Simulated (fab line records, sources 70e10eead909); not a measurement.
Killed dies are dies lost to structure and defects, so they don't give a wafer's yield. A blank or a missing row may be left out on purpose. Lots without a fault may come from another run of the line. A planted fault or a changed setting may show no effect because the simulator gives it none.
A struck lot beside a sound one | flow nand_harc | 14 steps out of a route of 1159
Sound: wafers L862.1, L862.2, L862.5. Struck: wafers L860.1, L860.3, L860.5. The cause comes at the end.
At each step with rows: each side's tool, then ch and its chambers, then its first start. Under that, the readings that differ: sound wafers | struck wafers | difference of the means | sigmas: that difference in standard deviations of wafers without a fault.
alike: readings whose means differ by less than 2 such deviations, and words and numbers that are the same on both sides. not compared: withheld readings, readings that some wafer has no value for, bounds like >300 that may hide the same value, and numbers for which the record gives no deviation and whose values overlap.
The two part at a step that has a row with sigmas, a row that says differs or no value, or rows on one side only. Numbers that don't overlap but have no deviation are shown without sigmas and don't part them. A reading that every wafer of one side lacks parts them only if that side has two wafers or more.

first, 1 step without rows for these wafers: NHARC_A_CONTACT_STRIP_27 (strips in post etch residue remover, time 600 s).
NHARC_A_CONTACT_ALD_18: deposits TiN, target thk 3 nm, pulse time 1 s, ald cycles 150.
  sound on ald_metal-01 ch 1,2,3, day 17 08:24; struck on ald_metal-03 ch 1,3, day 17 12:50
  alike: heater_power_w, precursor_pulse_height_rel
NHARC_A_CONTACT_CVD_19: deposits W, target thk 300 nm, time 802 s.
  sound on cvd_w-01 ch 0,1; struck on cvd_w-02 ch 0,1
  alike: heater_power_w, throttle_valve_pct
NHARC_A_CONTACT_CMP_20: polishes, t overpolish 30 s, target thk 300 nm.
  sound on cmp-03 ch 0,1,2, day 17 11:05; struck on cmp-01 ch 0,1,3, day 17 13:56
  alike: motor_current_A, overpolish_run_s, retaining_ring_pressure_frac, slurry_flow_ml_min, time_to_endpoint_s
then, 1 step without rows for these wafers: NHARC_A_CONTACT_SRD_22.
NHARC_A_CONTACT_INSPECT_23:
  sound on defect_inspect-01, day 17 11:28; struck on defect_inspect-01, day 17 14:20
  alike: raw_defect_count
then, 5 steps without rows for these wafers: NHARC_A_BLC_DEHYDRATE_00 (time 120 s); NHARC_A_BLC_HMDS_01 (time 30 s); NHARC_A_BLC_COAT_02 (time 75 s); NHARC_A_BLC_COAT_03 (time 65 s); NHARC_A_BLC_COAT_04 (resist thk 90 nm).
NHARC_A_BLC_SOFTBAKE_05: time 55 s.
  sound on litho_track-06 ch 0, day 17 11:00; struck on litho_track-06 ch 0, day 17 14:00
  reading                  | sound                | struck               | difference | sigmas
  heater_power_total_W (W) | 188.48 188.32 188.46 | 186.22 186.29 186.25 | -2.17      | -17
  alike: exhaust_pa
then, 2 steps without rows for these wafers: NHARC_A_BLC_EBR_06; NHARC_END_SORT_01.

WHERE THEY PART
Only at NHARC_A_BLC_SOFTBAKE_05, within this record.

WHY: what the simulator had put in
Process parameter drift: litho_track-06, from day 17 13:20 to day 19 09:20, at NHARC_A_BLC_SOFTBAKE_05. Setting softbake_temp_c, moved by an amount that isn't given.
